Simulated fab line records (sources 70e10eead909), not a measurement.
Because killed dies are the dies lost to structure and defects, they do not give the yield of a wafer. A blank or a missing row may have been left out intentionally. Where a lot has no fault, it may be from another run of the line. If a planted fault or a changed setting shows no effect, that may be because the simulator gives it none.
Chamber matching -- flow nand_harc -- NHARC_A_CHANNEL_FILL_D2_CMP_10 on cmp-01: 4 sister chambers
The step polishes, target thk 150 nm. 4 wafers are shown with their chamber, then 9 later ones without.

== WAFERS, EACH WITH ITS CHAMBER ==
wafer,chamber,motor_current_A (A)
L084.2,1,11.3
L084.6,2,13.8
L086.2,3,10.7
L086.5,0,12.7

== WAFERS WITH NO CHAMBER GIVEN ==
wafer,motor_current_A (A)
L091.2,12.5
L091.3,12.0
L091.4,11.2
L092.2,12.7
L092.3,11.9
L092.4,11.0
L094.1,12.1
L094.3,10.8
L094.6,10.5

== CHAMBER TAKEN BY EACH ==
wafer,from the rows above,in truth
L091.2,0,0
L091.3,can't be placed: 0 or 1 or 3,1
L091.4,can't be placed: 1 or 3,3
L092.2,0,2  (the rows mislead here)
L092.3,can't be placed: 1 or 0 or 3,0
L092.4,can't be placed: 1 or 3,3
L094.1,can't be placed: 0 or 1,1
L094.3,can't be placed: 3 or 1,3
L094.6,can't be placed: 3 or 1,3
Correctly placed: 1 of 9. Cannot be placed on the basis of these rows: 7; the candidates contain the true chamber in 7. 1 placed wrongly.
How it was worked out, from the rows above alone: a wafer's distance from a chamber is the root of the sum, over the readings, of the square of ((its reading less the chamber's mean) divided by the reading's scatter). If the next closest chamber is less than 2 further off than the closest, the wafer can't be placed; otherwise it belongs to the closest. The mean given for a chamber averages the wafers shown for that chamber. The scatter: with one shown wafer a chamber, the root of the mean of the squares of how far each hidden wafer lies from its nearest shown one.
